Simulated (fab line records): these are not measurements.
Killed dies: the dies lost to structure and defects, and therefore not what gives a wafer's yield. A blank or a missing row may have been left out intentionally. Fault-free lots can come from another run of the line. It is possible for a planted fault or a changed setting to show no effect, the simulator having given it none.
fab line records + flow n5_finfet
[record]
- lots = 4
- wafers = 12
- last_day = 17
route steps=1938 shown BEOL_M6@1243 BEOL_M7@1263 PASSIVATION@1936
lots that met no fault: from a run of the same line without faults
start_h: the number of hours between the record's first day and the start of the first shown wafer of the lot + wait_h: hours since the lot's step before + " repeats the value in the row above + L1.1+2: a row that stands for several wafers + - no value, or no start given + * or withheld: withheld + < > ~ a bound
route shown NAME@n: NAME is a module with steps in the file, n the number in the route of the first one + usual: average and standard deviation across the fault-free wafers + same: alike in all rows + chamber/n: place in a boat + sites: readings site by site + _std_site: their standard deviation + _edge_site: the outer-site mean with the inner-site mean subtracted + radius_mm: how far each site lies from the wafer's centre + mask NAME#n: copy n + behind: the last tool/chamber to shape the wafer + hold: reason for holding the lot/hours on hold/outcome of the hold + device: the transistor (n, p or np) that didn't switch + end of line: the tests these same wafers got at the end of their route + where a step has no rows: the recipe by itself + killed: not the wafer's yield, but the dies lost to structure and defects at the first sort + map: per-die view of a wafer (x killed, . not killed, _ where there is no die)
set.NAME: the setting that was run; set.NAME@STEP: the one run at that earlier step + model.NAME: the simulator's own value behind a step, which no gauge read
lots at some steps of the route; a table a step, a row a wafer
services: a tool's chamber out of use, with start hour (start_h, from the record's first day; less than 0 if before it), hours out, and reason
[[steps]]
[step N5_BEOL_M6_HM_STRIP_39]
[recipe]
- chemistry = peroxide_tin_strip
- material = TiN
- target_depth_a = 250
- temp_c = 50
- time_s = 158
[step N5_BEOL_M6_SRD_40]
[recipe]
- time_s = 30
- temp_c = 23
- rinse_liquid = diw
- dry = ipa_marangoni
[step N5_BEOL_M6_PRECLEAN_42]
[recipe]
- chemistry = residue_remover
- time_s = 60
- temp_c = 40
[step N5_BEOL_M6_SRD_43]
[recipe]
- time_s = 30
- temp_c = 23
- rinse_liquid = diw
- dry = ipa_marangoni
[step N5_BEOL_M6_CURE_75]
[recipe]
- temp_c = 370
- time_s = 120
- ambient = DMADMS/He
- material = SiCOH_lowk
[step N5_BEOL_M6_DEGAS_44]
[recipe]
- ambient = vacuum
- temp_c = 250
- time_s = 60
[step N5_BEOL_M6_PRE_CLEAN_45]
[recipe]
- gas = H2/He
- time_s = 30
- temp_c = 250
[step N5_BEOL_M6_ALD_77]
[recipe]
- material = TaN
- target_thk_a = 20
- temp_c = 275
- ald_precursor_family = PDMAT
- ald_co_reactant = NH3
- pressure_torr = 3
- carrier_flow_sccm = 1500
- pulse_time_s = 2
- purge_time_s = 3
- co_reactant_purge_time_s = 2
- co_reactant_pulse_time_s = 3
- ald_cycles = 40
- precursor_vessel_temp_c = 75
- precursor_vessel_pressure_torr = 26.25
- precursor_vessel_carrier_sccm = 1000
[step N5_BEOL_M6_SURFACE_TREAT_79]
[recipe]
- gas = Ar
- time_s = *
- ion_energy_ev = *
- ion_current_ma_cm2 = 0.5
- pressure_mtorr = *
- ar_flow_sccm = 30
[step N5_BEOL_M6_CVD_78]
[recipe]
- material = Co
- target_thk_a = 20
- temp_c = withheld
- precursor = CCTBA/H2
- pressure_torr = 30
- time_s = 142.3
[step N5_BEOL_M6_SPUTTER_48]
[recipe]
- material = Cu
- target_thk_a = 100
- temp_c = -20
- bias_v = 60
- power_w = 26000
- chamber_pressure_pa = 0.13
- time_s = 1.667
[step N5_BEOL_M6_ECD_50]
[recipe]
- material = Cu
- target_thk_a = 3000
| lot.wafer  | tool      | chamber | start_h | wait_h |
|------------|-----------|---------|---------|--------|
| L684.1+2+4 | ecd_cu-01 | 1,0,1   | 211.47  | 0.1    |
| L690.3+4+5 | ecd_cu-02 | 1,0,0   | 246.15  | 0.1    |
| L691.2+3+6 | ecd_cu-02 | 1,0,0   | 248.85  | 0.1    |
| L701.2+3+6 | ecd_cu-02 | 1,0,1   | 326.33  | 0.1    |
[step N5_BEOL_M6_ANNEAL_51]
[recipe]
- temp_c = 225
- time_s = 90
- ambient = N2
[step N5_BEOL_M6_CMP_52]
[recipe]
- stop_on = SiCOH_lowk
- t_overpolish_s = 6.9
- down_force_psi = 1
- platen_rpm = 50
- clearing_platen_down_force_psi = 1.5
- clearing_platen_rpm = 50
- post_cmp_clean = cu_alkaline
- target_thk_nm = 80
- clearing_platen_pad_velocity_m_s = 0.99484
- pad_velocity_m_s = 0.99484
[step N5_BEOL_M6_PRE_CLEAN_55]
[recipe]
- gas = NH3
- time_s = 15
- temp_c = withheld
- rf_power_w = 300
[step N5_BEOL_M6_DEP_56]
[recipe]
- material = SiCN
- target_thk_a = 100
- temp_c = withheld
- precursor = 3MS/NH3
- pressure_torr = 3
- rf_w = 202
- time_s = 17.5
[step N5_BEOL_M7_ILD_DEP_00]
[recipe]
- material = SiCOH_lowk
- target_thk_a = 1797.5
- temp_c = 300
- precursor = DEMS/porogen
- pressure_torr = 5
- rf_w = 500
- time_s = 33.4
[step N5_BEOL_M7_CURE_74]
[recipe]
- temp_c = 385
- time_s = 240
- ambient = He/Ar
- material = SiCOH_lowk
[step N5_BEOL_M7_PECVD_70]
[recipe]
- material = SiO2
- target_thk_a = 200
- temp_c = 400
- precursor = TEOS/O2
- pressure_torr = 5.5
- rf_w = 450
- teos_flow_sccm = 53.8
- gas = O2
- flow_sccm = 3000
- time_s = 22.7
[step N5_BEOL_M7_HM_DEP_02]
[recipe]
- material = TiN
- target_thk_a = 200
- temp_c = 25
- chamber_pressure_pa = 0.49996
[step N5_BEOL_M7_COAT_59]
[recipe]
- resist = SOC
- temp_c = 250
- time_s = 60
- spin_rpm = 1500
- resist_thk_nm = 100
[step N5_BEOL_M7_COAT_60]
[recipe]
- resist = SiARC
- temp_c = 220
- time_s = 60
- spin_rpm = 1500
- resist_thk_nm = 35
[step N5_BEOL_M7_COAT_05]
[recipe]
- resist = CAR-ArF
- spin_rpm = 1500
- resist_thk_nm = 90
[step N5_BEOL_M7_EBR_07]
[recipe]
- solvent = PGMEA
- ebr_width_mm = 1.5
[step N5_BEOL_M7_SOFTBAKE_06]
[recipe]
- temp_c = 110
- time_s = 60
- resist = CAR-ArF
[step N5_BEOL_M7_EXPOSE_08]
[recipe]
- mask_id = M7
- na = 1.35
- source_shape = dipole
- sigma_inner = 0.817
- sigma_outer = 0.97
- polarization = te
- dose_mj = 68.25
[step N5_BEOL_M7_PEB_09]
[recipe]
- peb_temp_c = withheld
- peb_time_s = 60
- resist = CAR-ArF
[step N5_BEOL_M7_DEVELOP_10]
[recipe]
- develop_time_s = 30
- developer = TMAH
- resist = CAR-ArF
- rinse_liquid = diw
- dry = air_spin
- dev_temp_c = 23
[step N5_BEOL_M7_DESCUM_16]
[recipe]
- chemistry = O2
- time_s = 7.9
- source_power_w = 50
- bias_power_w = 20
- pressure_mtorr = 20
- rf_frequency_hz = 2.712e+07
- temp_c = 40
- resist = CAR-ArF
- o2_flow_sccm = 225
[step N5_BEOL_M7_ETCH_61]
[recipe]
- chemistry = CF4
- target = SiARC
- target_depth_a = 455
- mask_material = CAR-ArF
- time_s = 75.8
- ion_energy_ev = 80
- pressure_mtorr = 40
- source_w = 545
- bias_w = 36
- Ar_flow_sccm = 100
- cf4_flow_sccm = 100
- ends = cleared
[step N5_BEOL_M7_ETCH_62]
[recipe]
- chemistry = N2/H2
- target = SOC
- target_depth_a = 1100
- overetch_a = 220
- mask_material = SiARC
- temp_c = 40
- time_s = 165
- ion_energy_ev = 200
- pressure_mtorr = 30
- source_w = 840
- bias_w = 150
- n2_flow_sccm = 200
- h2_flow_sccm = 200
[step N5_BEOL_M7_STRIP_68]
[recipe]
- chemistry = N2/H2
- temp_c = 40
- n2_flow_sccm = 200
- h2_flow_sccm = 200
- rf_frequency_hz = 6e+07
[step N5_BEOL_M7_STRIP_67]
[recipe]
- chemistry = CF4
- resist = SiARC
- power_w = 300
- bias_power_w = 75
- pressure_mtorr = 50
- cf4_flow_sccm = 150
- rf_frequency_hz = 6e+07
[step N5_BEOL_M7_HM_OPEN_17]
[recipe]
- chemistry = Cl2/BCl3
- target_depth_a = 200
- overetch_a = 60
- target = TiN
- mask_material = SOC
- ion_energy_ev = 150
- pressure_mtorr = 10
- icp_w = 1000
- bias_w = 126
- Cl2_flow_sccm = 53.25
- bcl3_flow_sccm = 21.75
- Ar_flow_sccm = 25
[step N5_PASSIVATION_PROBE_49]
[usual]
- defect_limited_yield = 91.3/1.4
- killed_at_M0_to_M3 = 36/11
- killed_at_M4_up = 13/5.2
- killed_at_contacts = 13/6.5
- killed_at_front_end = 37/11
- killed_at_other = 3.6/2.9
- killed_dies = 103/17
- killed_on_rim = 13/3.6
- killed_open = 68/12
- killed_short = 33/7.3
- sort_bin_5_function = 5.2/0.91
- sort_bin_6_memory = 3.2/0.67
- sort_n_pass = 1077/17
- sort_yield_pct = 91.3/1.4
[same]
- gross_dies = 1180
- killed_at_back_side = 0
- sort_bin_4_leakage[%] = 0
- sort_bin_8_speed[%] = 0
| lot.wafer | tool      | chamber | start_h | wait_h | defect_limited_yield[%] | killed_at_M0_to_M3 | killed_at_M4_up | killed_at_contacts | killed_at_front_end | killed_at_other | killed_dies | killed_on_rim | killed_open | killed_short | sort_bin_5_function[%] | sort_bin_6_memory[%] | sort_n_pass | sort_yield_pct[%] |
|-----------|-----------|---------|---------|--------|-------------------------|--------------------|-----------------|--------------------|---------------------|-----------------|-------------|---------------|-------------|--------------|------------------------|----------------------|-------------|-------------------|
| L684.1    | prober-01 | -       | 294.77  | 0.0    | 92.1                    | 49                 | 3               | 14                 | 26                  | 1               | 93          | 8             | 61          | 30           | 4.4                    | 2.9                  | 1087        | 92.1              |
| L684.2    | prober-01 | -       | 294.82  | 0.1    | 87.5                    | 73                 | 17              | 19                 | 34                  | 4               | 147         | 21            | 101         | 45           | 7.5                    | 4.7                  | 1033        | 87.5              |
| L684.4    | prober-01 | -       | 294.92  | 0.2    | 90.3                    | 47                 | 6               | 28                 | 32                  | 2               | 115         | 13            | 73          | 42           | 6.1                    | 3.3                  | 1065        | 90.3              |
| L690.3    | prober-01 | -       | 333.03  | 0.1    | 64.1                    | 35                 | 340             | 4                  | 42                  | 3               | 424         | 57            | 58          | 34           | 22.8                   | 11.3                 | 756         | 64.1              |
| L690.4    | prober-01 | -       | 333.08  | 0.2    | 63.0                    | 34                 | 361             | 10                 | 27                  | 5               | 437         | 58            | 66          | 25           | 21.5                   | 13.4                 | 743         | 63.0              |
| L690.5    | prober-01 | -       | 333.13  | 0.2    | 65.8                    | 32                 | 319             | 10                 | 34                  | 8               | 403         | 43            | 64          | 33           | 21.7                   | 11.1                 | 777         | 65.8              |
| L691.2    | prober-01 | -       | 341.37  | 0.1    | 63.1                    | 24                 | 367             | 12                 | 28                  | 5               | 436         | 52            | 55          | 30           | 23.3                   | 11.7                 | 744         | 63.1              |
| L691.3    | prober-01 | -       | 341.42  | 0.1    | 60.8                    | 29                 | 370             | 4                  | 52                  | 7               | 462         | 62            | 61          | 32           | 22.1                   | 13.9                 | 718         | 60.8              |
| L691.6    | prober-01 | -       | 341.57  | 0.3    | 62.7                    | 20                 | 371             | 4                  | 42                  | 3               | 440         | 42            | 48          | 30           | 24.2                   | 11.6                 | 740         | 62.7              |
| L701.2    | prober-02 | -       | 409.71  | 0.1    | 89.2                    | 42                 | 19              | 15                 | 47                  | 4               | 127         | 14            | 89          | 37           | 7.0                    | 3.7                  | 1053        | 89.2              |
| L701.3    | prober-02 | -       | 409.76  | 0.1    | 89.5                    | 51                 | 16              | 12                 | 41                  | 4               | 124         | 19            | 88          | 36           | 6.0                    | 4.1                  | 1056        | 89.5              |
| L701.6    | prober-02 | -       | 409.91  | 0.3    | 90.8                    | 44                 | 18              | 10                 | 33                  | 3               | 108         | 16            | 71          | 36           | 5.9                    | 2.7                  | 1072        | 90.8              |
// killed by level:class
L684.1 BEOL_M3:geometric_particle:open=13 MOL_CONTACT_COAG:geometric_particle:open=10 BEOL_M0_SAQP:geometric_particle:short=9 BEOL_M1:geometric_particle:open=8 BEOL_M2:geometric_particle:open=7 FIN_SAQP:geometric_particle:open=6 BEOL_M0_SAQP:geometric_particle:open=6 FIN_SAQP:geometric_particle:short=5
L684.2 BEOL_M0_SAQP:geometric_particle:short=15 BEOL_M3:geometric_particle:open=14 MOL_CONTACT_COAG:geometric_particle:open=14 BEOL_M2:geometric_particle:open=12 STI_FIN_REVEAL:geometric_particle:open=11 BEOL_M1:geometric_particle:open=11 BEOL_M0_SAQP:geometric_particle:open=10 BEOL_M4:geometric_particle:open=6
L684.4 MOL_CONTACT_COAG:geometric_particle:open=23 BEOL_M0_SAQP:geometric_particle:short=14 FIN_SAQP:geometric_particle:short=9 BEOL_M3:geometric_particle:open=8 BEOL_M0_SAQP:geometric_particle:open=7 BEOL_M1:geometric_particle:open=7 FIN_SAQP:geometric_particle:open=6 MOL_CONTACT_COAG:geometric_particle:short=5
L690.3 BEOL_M6:unspecified=330 BEOL_M2:geometric_particle:open=9 ILD0:geometric_particle:open=8 BEOL_M0_SAQP:geometric_particle:open=7 STI_FIN_REVEAL:geometric_particle:open=6 ILD0:geometric_particle:short=6 BEOL_M1:geometric_particle:open=6 GATE_CUT:geometric_particle:open=5
L690.4 BEOL_M6:unspecified=344 FIN_SAQP:geometric_particle:open=14 BEOL_M0_SAQP:geometric_particle:short=11 MOL_CONTACT_COAG:geometric_particle:open=9 BEOL_M0_SAQP:geometric_particle:open=9 BEOL_M2:geometric_particle:open=9 BEOL_M5:geometric_particle:open=7 STI_FIN_REVEAL:geometric_particle:open=4
L690.5 BEOL_M6:unspecified=306 FIN_SAQP:geometric_particle:open=9 MOL_CONTACT_COAG:geometric_particle:open=9 FIN_SAQP:geometric_particle:short=8 BEOL_M0_SAQP:geometric_particle:open=8 BEOL_M3:geometric_particle:open=8 GATE_CUT:geometric_particle:short=6 BEOL_M0_SAQP:geometric_particle:short=6
L691.2 BEOL_M6:unspecified=351 MOL_CONTACT_COAG:geometric_particle:open=10 STI_FIN_REVEAL:geometric_particle:open=9 BEOL_M2:geometric_particle:open=7 GATE_CUT:geometric_particle:short=6 BEOL_M4:geometric_particle:open=6 BEOL_M0_SAQP:geometric_particle:open=5 FIN_SAQP:geometric_particle:open=4
L691.3 BEOL_M6:unspecified=362 FIN_SAQP:geometric_particle:open=13 BEOL_M2:geometric_particle:open=11 FIN_SAQP:geometric_particle:short=9 HKMG_FIN:area_etch=7 STI_FIN_REVEAL:geometric_particle:open=6 BEOL_M0_SAQP:geometric_particle:open=4 BEOL_M3:geometric_particle:open=4
L691.6 BEOL_M6:unspecified=362 STI_FIN_REVEAL:geometric_particle:open=16 FIN_SAQP:geometric_particle:open=5 FIN_SAQP:geometric_particle:short=4 MOL_CONTACT_COAG:geometric_particle:open=4 BEOL_M0_SAQP:geometric_particle:short=4 BEOL_M2:geometric_particle:open=4 STI_FIN_REVEAL:geometric_particle:short=3
L701.2 FIN_SAQP:geometric_particle:short=12 MOL_CONTACT_COAG:geometric_particle:open=12 BEOL_M4:geometric_particle:open=12 FIN_SAQP:geometric_particle:open=10 BEOL_M0_SAQP:geometric_particle:open=10 BEOL_M2:geometric_particle:open=10 BEOL_M1:geometric_particle:open=8 GATE_CUT:geometric_particle:short=6
L701.3 MOL_CONTACT_COAG:geometric_particle:open=10 BEOL_M0_SAQP:geometric_particle:open=10 FIN_SAQP:geometric_particle:short=9 BEOL_M2:geometric_particle:open=9 BEOL_M3:geometric_particle:open=9 BEOL_M4:geometric_particle:open=9 STI_FIN_REVEAL:geometric_particle:open=8 FIN_SAQP:geometric_particle:open=7
L701.6 BEOL_M0_SAQP:geometric_particle:open=10 BEOL_M0_SAQP:geometric_particle:short=9 BEOL_M3:geometric_particle:open=9 MOL_CONTACT_COAG:geometric_particle:open=8 FIN_SAQP:geometric_particle:open=7 FIN_SAQP:geometric_particle:short=6 BEOL_M1:geometric_particle:open=5 BEOL_M2:geometric_particle:open=5
// map L690.4 (x killed, . not)
_________________...x..xx..x.________________
______________..xx.x.....xxx...._____________
___________x...xx.xxxx.xx.xx.x..xx.__________
__________.xx...xx...x.....xx......._________
________xxxx..x......xxx..xxx......x.._______
_______.xx........x..x.xxx.xx.x..x.x...______
______xx.x...x.......x.xx.....x...xx.x.._____
_____..xxxxxx..x..x.x..xx.x.....xxx.x..x.____
____x.xx.....x.x...x.xx.x.x.xx..xxxx...xxx___
___xxx.....x..x.x.....x.x........x.x.xxx.xx__
___x.xx.xx.xx..xx...x..x..xx......x..x...x.__
__xxx.....x.x.x..xx..x..x..xxx.x..xxxx..x..._
__xx..x..x.xx....xx.x.x...xxx....x....x....._
_.xxx.xx.xx.x.....xx.....x.x.xx.x...x...x.xxx
_..x......x..x...xx.x.x..x...xx..x.x.xx..x.xx
_........xxxx.....x.x.xx.x..x.xx.x.xx........
_x..xxx...x.x......x...........x..xx.......x.
_x...xxx..x.x...x.xx..xx.......x.xx.x...x..x.
_.x...x................x..xx.xx....x...x...xx
_...x.xx..x.x.x..xx..x......xx...x...x......x
_...xx..xx.x..x.xx...x....xx........xxxxx..x.
__...xx....x.x.xx..x.x...x.xx.....x.x...x..x_
__..x.xx....x..xx..............x.xxx..x.xxx._
___.x.x...x.xx.xxx..x.x.xx....x.....x.....x__
___.....xxx..xx...x.x.x.........x.xxxx.....__
____x..x....x..xx..xxx...xx..x...xx...x...___
_____..x.x..xx...x..xxxxx.xx....x...x.x.x____
______...xx...x.xxx...x..x...xx.x..xx..._____
_______x..x..x...xx.xxx.x.x.x.xx.......______
________.x.xx....x.....x....x...x.x.xx_______
__________x...x......x.xxx.xx....x.x_________
___________..x......x.x.x........x.__________
______________x.......x...xx.x.._____________
_________________xx.x.....x.x________________
// map L691.3 (x killed, . not)
_________________x..xx...xxx.________________
______________.xxxxxx....xxxxxx._____________
___________.x..xx.x.xx...x......xx.__________
__________xxx..x.x..x...x....xx.xxx._________
________...x........xx...x..xx..x..xxx_______
_______x.x..xx.....x..x...x.x.....xxxx.______
______...xx.......x.xx.....xxx..xx.xx..._____
_____xx........xx.xx.x.x...xxx.xx.xxx....____
____...xx.x.....x...x.xx..x...xxx.x.xx.x.x___
___..xxx....x...x..x.x....xx.....xx..x...x.__
___..x.x.xxxx.xxx...x..xxxx...x.x..x.xx....__
__.x.x....x.x.......x............xx.x...x.xx_
__x..xx..xxx....x..x.x..x.x..x..xx.....xx..._
_x..xx..x...x.x...x..x..xxx..xx....x..xxx.xx.
_xx.xx.......x....x.x.x..xxx.x..xx.xxxx.x.x..
_.xxx..xx....x.xx.xx.x.x..x.xx.x...x........x
_x.xx.xxx.xxxxx......xx....x...x.....xx...x..
_..x..x.xx.......x....x.x....x..x...x...x.xx.
_x....x.xx.x...x.....x...xx.x.xx...xx.xx.x..x
_.xxx.xxx...x.x..x...x....xxxx.xxx...x.x.xxx.
_.xx..x.xx.xxx..x.......xx.....xxx...xx.x....
__x..x.xxx.x...xx.x...xxxxxx....xxx.x..x.x.._
__...x..x..xx..xxx.....x...x...x.xxx.x......_
___xxx...x......x......x.......xxx.xx.x..x.__
___.x.x.xx..x...xx..xxxxx...x.x...x....x...__
____x.xx.x.x.xx.......xx.xx.xx.x...x..x.xx___
_____.......x..x.....x....x..xx.x.x.xxx..____
______xx.x.xx......x...x.x....x.xxx.x..x_____
_______xx.xx..........x.x..x...xx.xx..x______
________.x...xxx.x..x.......x..xx....._______
__________..x.x.xx..x....xxx......x._________
___________x.xx....x...xxx..x..x..x__________
______________.x.x..x...x......x_____________
_________________.......x....________________
[[services]]
| tool      | chamber | start_h | hours | kind   |
|-----------|---------|---------|-------|--------|
| ecd_cu-01 | -       | 191.69  | 1.2   | repair |
| ecd_cu-01 | -       | 240.67  | 0.2   | repair |
[[key]]
[first_sign]
- step = N5_PASSIVATION_PROBE_49
- reading = killed_at_M4_up
- direction = up
- sigmas = 66
- usual = 13
- struck = 355
[effect]
- step = N5_PASSIVATION_PROBE_49
- reading = defect_limited_yield
- direction = down
- sigmas = 20
- usual = 91.3
- struck = 63.2
[more_kills_born_at]
- N5_BEOL_M6_ECD_50@ecd_cu-02 = 2055
met_at N5_BEOL_M6_ECD_50
struck_wafers L690.3,L690.4,L690.5,L691.2,L691.3,L691.6
[fault]
- kind = chamber_particle_source
- tool = ecd_cu-02
- chamber = -
- onset_h = 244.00
- steps = N5_BEOL_M6_ECD_50
- rate_per_visit_cm2 = 0.66611
- end_h = 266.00
